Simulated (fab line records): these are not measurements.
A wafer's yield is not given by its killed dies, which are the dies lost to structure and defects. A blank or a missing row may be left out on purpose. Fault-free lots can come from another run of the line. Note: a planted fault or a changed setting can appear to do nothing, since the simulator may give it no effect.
Chamber matching / flow n5_finfet / N5_FIN_SAQP_ETCH_52 on rie_diel-02 has 4 sister chambers
The step etches SOC in N2/H2, target depth 100 nm, overetch 20 nm, time 150 s. 4 wafers are shown with their chamber, then 11 later ones without.

## EACH WAFER AND ITS CHAMBER
wafer=L084.1; chamber=3; drypump_motor_current_A (A)=5.1
wafer=L092.4; chamber=1; drypump_motor_current_A (A)=6.2
wafer=L092.5; chamber=2; drypump_motor_current_A (A)=5.8
wafer=L093.1; chamber=0; drypump_motor_current_A (A)=5.3

## WAFERS WITHOUT THEIR CHAMBER
wafer=L093.4; drypump_motor_current_A (A)=6.2
wafer=L093.6; drypump_motor_current_A (A)=5.2
wafer=L095.3; drypump_motor_current_A (A)=5.2
wafer=L095.5; drypump_motor_current_A (A)=5.2
wafer=L095.6; drypump_motor_current_A (A)=5.1
wafer=L096.1; drypump_motor_current_A (A)=5.7
wafer=L096.4; drypump_motor_current_A (A)=6.2
wafer=L096.5; drypump_motor_current_A (A)=5.1
wafer=L097.3; drypump_motor_current_A (A)=5.1
wafer=L097.4; drypump_motor_current_A (A)=6.2
wafer=L097.5; drypump_motor_current_A (A)=5.1

## EACH ONE'S CHAMBER
wafer=L093.4; from the rows above=1; in truth=1
wafer=L093.6; from the rows above=can't be placed: 0 or 3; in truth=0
wafer=L095.3; from the rows above=can't be placed: 0 or 3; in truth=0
wafer=L095.5; from the rows above=can't be placed: 0 or 3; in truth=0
wafer=L095.6; from the rows above=3; in truth=3
wafer=L096.1; from the rows above=2; in truth=2
wafer=L096.4; from the rows above=1; in truth=1
wafer=L096.5; from the rows above=3; in truth=3
wafer=L097.3; from the rows above=3; in truth=3
wafer=L097.4; from the rows above=1; in truth=1
wafer=L097.5; from the rows above=3; in truth=3
8 of 11 placed correctly. These rows do not allow placing 3 (true chamber among the candidates in 3). 0 placed wrongly.
How it was worked out, from the rows above alone: a wafer's distance from a chamber is the root of the sum, over the readings, of the square of ((its reading less the chamber's mean) divided by the reading's scatter). If the next closest chamber is less than 2 further off than the closest, the wafer can't be placed; otherwise it belongs to the closest. A chamber's mean is the mean of its shown wafers. The scatter (one wafer shown for each chamber): square how far every hidden wafer sits from the nearest shown wafer, average those squares and take the square root.
